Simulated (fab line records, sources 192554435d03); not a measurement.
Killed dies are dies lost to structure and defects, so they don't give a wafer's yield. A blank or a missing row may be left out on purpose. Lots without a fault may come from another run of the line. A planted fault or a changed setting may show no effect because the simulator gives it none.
Split-lot experiment | flow n5_finfet | 7 lots, 21 wafers read, on a route of 1938 steps

THE SPLIT
At N5_BEOL_M9_COAT_22 (resist thk 30 nm), the setting spin_rpm was moved away from the recipe's 1500 rpm on 9 of the 21 wafers read, by -9.6% to +9.3%. The other wafers ran this setting at the recipe's value.

FROM THE SPLIT TO THE READING: what the file shows between them, 4 steps
- N5_BEOL_M9_EBR_24
- N5_BEOL_M9_SOFTBAKE_23: time 60 s
- N5_BEOL_M9_EXPOSE_25: exposes mask V8
- N5_BEOL_M9_PEB_26: peb time 60 s

THE READING
CAR-EUV_of_BEOL_M9_COAT_22.thk_nm (the simulator's own value, which no gauge read), in nm, at N5_BEOL_M9_DEVELOP_27 (develop time 30 s). The file gives no usual value for it. The 12 wafers here that ran the recipe average 29.6 nm, standard deviation 0.075 nm.

wafer  | tool, chamber at the split | spin_rpm as run, rpm | against the recipe | CAR-EUV_of_BEOL_M9_COAT_22.thk_nm, nm | against lot-mates on the recipe
L081.1 | litho_track-02, 0          | 1500                 | recipe             | 29.6                                  | -
L081.2 | litho_track-02, 0          | 1500                 | recipe             | 29.6                                  | -
L081.6 | litho_track-02, 0          | 1500                 | recipe             | 29.8                                  | -
L083.1 | litho_track-05, 0          | 1616                 | +7.7%              | 28.6                                  | no lot-mate on the recipe
L083.2 | litho_track-05, 0          | 1616                 | +7.7%              | 28.6                                  | no lot-mate on the recipe
L083.4 | litho_track-05, 0          | 1616                 | +7.7%              | 28.4                                  | no lot-mate on the recipe
L088.1 | litho_track-02, 0          | 1500                 | recipe             | 29.6                                  | -
L088.5 | litho_track-02, 0          | 1500                 | recipe             | 29.6                                  | -
L088.6 | litho_track-02, 0          | 1500                 | recipe             | 29.8                                  | -
L090.2 | litho_track-02, 0          | 1639                 | +9.3%              | 28.2                                  | -1.4
L090.3 | litho_track-02, 0          | 1500                 | recipe             | 29.6                                  | -
L090.4 | litho_track-02, 0          | 1639                 | +9.3%              | 28.4                                  | -1.2
L093.2 | litho_track-03, 0          | 1500                 | recipe             | 29.6                                  | -
L093.3 | litho_track-03, 0          | 1356                 | -9.6%              | 31.2                                  | +1.6
L093.4 | litho_track-03, 0          | 1356                 | -9.6%              | 31.2                                  | +1.6
L091.2 | litho_track-05, 0          | 1500                 | recipe             | 29.6                                  | -
L091.3 | litho_track-05, 0          | 1579                 | +5.3%              | 28.8                                  | -0.8
L091.5 | litho_track-05, 0          | 1579                 | +5.3%              | 29                                    | -0.6
L092.3 | litho_track-05, 0          | 1500                 | recipe             | 29.6                                  | -
L092.4 | litho_track-05, 0          | 1500                 | recipe             | 29.6                                  | -
L092.6 | litho_track-05, 0          | 1500                 | recipe             | 29.6                                  | -

THE FIT
A straight line over all 21 wafers: CAR-EUV_of_BEOL_M9_COAT_22.thk_nm changes by -0.151 nm for each +1% of spin_rpm; r = -0.99; the points scatter about the line by 0.094 nm.
The same after taking each lot's own level away (the mean of its wafers on the recipe; 18 wafers): -0.152 nm for each +1%; r = -0.99; scatter 0.097 nm.
On that fit, the largest move of spin_rpm shifts the reading by 1.5 nm.
The lots' own levels span 29.60 to 29.67 nm, that is 0.9 times the standard deviation above.
So the lot-to-lot level changes the slope little: the two slopes agree.
Check: with one of the wafers moved furthest among these (-9.6%) left out of the fit, the line predicts +1.45 nm for it against its lot-mates. It came out at +1.6 nm against them.

THE WHOLE CHAIN: every reading that the file lists as answering this split, in the file's order
step                  | what it does      | reading                                                                            | change (the file's fit)               | r (the file's)
N5_BEOL_M9_COAT_22    | resist thk 30 nm  | CAR-EUV_of_BEOL_M9_COAT_22.thk_nm (the simulator's own value, which no gauge read) | -0.158 nm for each +1% of the setting | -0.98
N5_BEOL_M9_DEVELOP_27 | develop time 30 s | CAR-EUV_of_BEOL_M9_COAT_22.thk_nm (the simulator's own value, which no gauge read) | -0.151 nm for each +1% of the setting | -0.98

THE FILE'S OWN FIT
CAR-EUV_of_BEOL_M9_COAT_22.thk_nm changes by -0.151 nm for each +1% of spin_rpm, r = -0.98.
